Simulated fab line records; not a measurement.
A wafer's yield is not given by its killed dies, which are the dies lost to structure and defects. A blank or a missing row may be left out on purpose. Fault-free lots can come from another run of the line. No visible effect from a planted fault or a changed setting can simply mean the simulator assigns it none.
Matching of chambers	flow n5_finfet	pecvd-01 running N5_BEOL_M15_DEP_53: 3 sister chambers
The step deposits SiCN from 3MS/NH3, target thk 50 nm, time 17.8 s. 6 wafers are shown with their chamber, then 12 later ones without.

WAFERS PAIRED WITH THEIR CHAMBERS
wafer	chamber	throttle_valve_pct (%)	showerhead_plenum_p_Torr (Torr)
L082.4	2	17.4	4.170
L086.3	0	19.7	4.167
L086.6	1	17.3	4.152
L087.1	2	17.5	4.175
L087.3	1	17.4	4.147
L087.6	0	19.6	4.181

WAFERS WITH NO CHAMBER GIVEN
wafer	throttle_valve_pct (%)	showerhead_plenum_p_Torr (Torr)
L090.1	17.4	4.150
L090.3	19.8	4.180
L090.4	19.7	4.163
L088.1	19.5	4.183
L088.4	17.2	4.134
L088.6	17.6	4.176
L095.3	19.8	4.169
L095.4	17.2	4.151
L095.6	17.6	4.166
L097.1	17.9	4.171
L097.3	17.6	4.169
L097.5	17.8	4.171

CHAMBER TAKEN BY EACH
wafer	from the rows above	in truth
L090.1	1	1
L090.3	0	0
L090.4	0	0
L088.1	0	0
L088.4	1	1
L088.6	2	2
L095.3	0	0
L095.4	1	1
L095.6	2	2
L097.1	2	2
L097.3	2	2
L097.5	2	2
Placed correctly: 12 of 12. Left unplaced by these rows: 0. 0 placed wrongly.
How it was worked out, from the rows above alone: a wafer's distance from a chamber is the root of the sum, over the readings, of the square of ((its reading less the chamber's mean) divided by the reading's scatter). The wafer belongs to the nearest chamber; if the next one is less than 2 further off, it can't be placed. A chamber's mean is the mean of its shown wafers. How the scatter is found: for the shown wafers, subtract from each reading the mean of its chamber, square and add these, divide the total by (wafers less chambers), then take the root.
